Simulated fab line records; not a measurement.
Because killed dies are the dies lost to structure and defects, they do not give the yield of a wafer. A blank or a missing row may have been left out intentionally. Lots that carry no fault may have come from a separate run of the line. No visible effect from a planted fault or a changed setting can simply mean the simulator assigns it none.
Which tool is to blame? / flow nand-harc / 36 wafers from 12 lots sampled at 4 of the route's 1302 steps

== WHAT EACH GAUGE READ, for each wafer ==
NHARC_A_CHANNEL_FILL_D2_THK_MEAS_06: measures by ellipsometry.
lot=L076; measured=day 15 05:31; on=film-metro-02; thk-nm (nm)=5.2 4.4 3.3
lot=L077; measured=day 16 13:29; on=film-metro-01; thk-nm (nm)=6.2 3.9 6.6
lot=L079; measured=day 17 01:10; on=film-metro-01; thk-nm (nm)=6.3 5.6 4.9
lot=L082; measured=day 18 09:59; on=film-metro-01; thk-nm (nm)=6.4 6.4 4.5
lot=L084; measured=day 18 23:53; on=film-metro-02; thk-nm (nm)=6.1 5.7 6.9
lot=L085; measured=day 19 13:25; on=film-metro-01; thk-nm (nm)=4.7 4.9 3.8
lot=L089; measured=day 20 20:00; on=film-metro-02; thk-nm (nm)=7.1 5.4 5.8
lot=L087; measured=day 21 07:19; on=film-metro-02; thk-nm (nm)=5.3 4.8 4.5
lot=L090; measured=day 22 09:16; on=film-metro-01; thk-nm (nm)=4.7 3.8 5.1
lot=L093; measured=day 23 06:41; on=film-metro-02; thk-nm (nm)=4.2 3.6 5.7
lot=L097; measured=day 23 22:20; on=film-metro-01; thk-nm (nm)=5.2 6.6 3.9
lot=L095; measured=day 24 02:25; on=film-metro-01; thk-nm (nm)=5.0 5.4 5.4

== WHAT TOOL EACH LOT RAN ON (gives the tool, then ch and the chambers of the sampled wafers, and finally the start) ==
lot=L076; NHARC_A_ONON_D2_DEP_33=pecvd-04 ch 1,2, day 13 07:59; NHARC_A_CHANNEL_HOLE_D2_ETCH_19=har-etch-02 ch 0, day 13 12:56; NHARC_A_CHANNEL_FILL_D2_ALD_03=ald-sin-batch-01 ch 0, day 15 05:31 or earlier
lot=L077; NHARC_A_ONON_D2_DEP_33=pecvd-02 ch 0,1, day 14 05:47; NHARC_A_CHANNEL_HOLE_D2_ETCH_19=har-etch-01 ch 0,1, day 14 16:00; NHARC_A_CHANNEL_FILL_D2_ALD_03=ald-sin-batch-01 ch 0, day 16 13:29 or earlier
lot=L079; NHARC_A_ONON_D2_DEP_33=pecvd-03 ch 0,2, day 14 20:10; NHARC_A_CHANNEL_HOLE_D2_ETCH_19=har-etch-01 ch 0,1, day 15 06:26; NHARC_A_CHANNEL_FILL_D2_ALD_03=ald-sin-batch-02 ch 0, day 17 01:10 or earlier
lot=L082; NHARC_A_ONON_D2_DEP_33=pecvd-02 ch 0,1, day 16 06:04; NHARC_A_CHANNEL_HOLE_D2_ETCH_19=har-etch-01 ch 0,1, day 16 12:32; NHARC_A_CHANNEL_FILL_D2_ALD_03=ald-sin-batch-01 ch 0, day 18 09:59 or earlier
lot=L084; NHARC_A_ONON_D2_DEP_33=pecvd-03 ch 0,1, day 16 19:44; NHARC_A_CHANNEL_HOLE_D2_ETCH_19=har-etch-01 ch 0,1, day 17 05:22; NHARC_A_CHANNEL_FILL_D2_ALD_03=ald-sin-batch-02 ch 0, day 18 23:53 or earlier
lot=L085; NHARC_A_ONON_D2_DEP_33=pecvd-03 ch 0,1,2, day 17 11:14; NHARC_A_CHANNEL_HOLE_D2_ETCH_19=har-etch-01 ch 0,1, day 17 17:33; NHARC_A_CHANNEL_FILL_D2_ALD_03=ald-sin-batch-01 ch 0, day 19 13:25 or earlier
lot=L089; NHARC_A_ONON_D2_DEP_33=pecvd-04 ch 0,1, day 18 19:56; NHARC_A_CHANNEL_HOLE_D2_ETCH_19=har-etch-02 ch 0,1, day 19 02:46; NHARC_A_CHANNEL_FILL_D2_ALD_03=ald-sin-batch-01 ch 0, day 20 20:00 or earlier
lot=L087; NHARC_A_ONON_D2_DEP_33=pecvd-02 ch 1,2, day 19 03:31; NHARC_A_CHANNEL_HOLE_D2_ETCH_19=har-etch-01 ch 0, day 19 10:36; NHARC_A_CHANNEL_FILL_D2_ALD_03=ald-sin-batch-02 ch 0, day 21 07:19 or earlier
lot=L090; NHARC_A_ONON_D2_DEP_33=pecvd-03 ch 0,1,2, day 19 23:35; NHARC_A_CHANNEL_HOLE_D2_ETCH_19=har-etch-01 ch 0,1, day 20 13:44; NHARC_A_CHANNEL_FILL_D2_ALD_03=ald-sin-batch-02 ch 0, day 22 09:16 or earlier
lot=L093; NHARC_A_ONON_D2_DEP_33=pecvd-02 ch 1,2, day 21 04:27; NHARC_A_CHANNEL_HOLE_D2_ETCH_19=har-etch-02 ch 0,1, day 21 08:58; NHARC_A_CHANNEL_FILL_D2_ALD_03=ald-sin-batch-03 ch 0, day 23 06:41 or earlier
lot=L097; NHARC_A_ONON_D2_DEP_33=pecvd-02 ch 1,2, day 21 22:34; NHARC_A_CHANNEL_HOLE_D2_ETCH_19=har-etch-01 ch 0,1, day 22 05:14; NHARC_A_CHANNEL_FILL_D2_ALD_03=ald-sin-batch-02 ch 0, day 23 22:20 or earlier
lot=L095; NHARC_A_ONON_D2_DEP_33=pecvd-02 ch 0,1,2, day 21 22:50; NHARC_A_CHANNEL_HOLE_D2_ETCH_19=har-etch-01 ch 0,1, day 22 09:25; NHARC_A_CHANNEL_FILL_D2_ALD_03=ald-sin-batch-02 ch 0, day 24 02:25 or earlier
- NHARC_A_ONON_D2_DEP_33: deposits SiO2, target thk 200 nm.
- NHARC_A_CHANNEL_HOLE_D2_ETCH_19: etches the open film in C4F8/O2/Ar, time 34.5 s.
- NHARC_A_CHANNEL_FILL_D2_ALD_03: deposits SiNx, target thk 6 nm, pulse time 60 s, ald cycles 58.

== THE ANSWER, worked out from the rows above alone ==
Rule: the lots themselves supply what counts as usual. The widest of any qualifying gaps counts: lots, ordered by their means at a reading, are off when they make up no more than a third of the lots, leave a main group of 4 or more, and stand apart from it by 3 or more times the standard deviation of that group's means. A main group whose means are all the same, to the digits that the tables above print for the reading, isn't used. A lot without any number at a reading at which 4 lots or more have one is off too. All remaining lots with rows at the step are treated as sound.
None of the lots is off at any reading shown; this tells nothing.

== WHAT THE SIMULATOR HAD INSERTED ==
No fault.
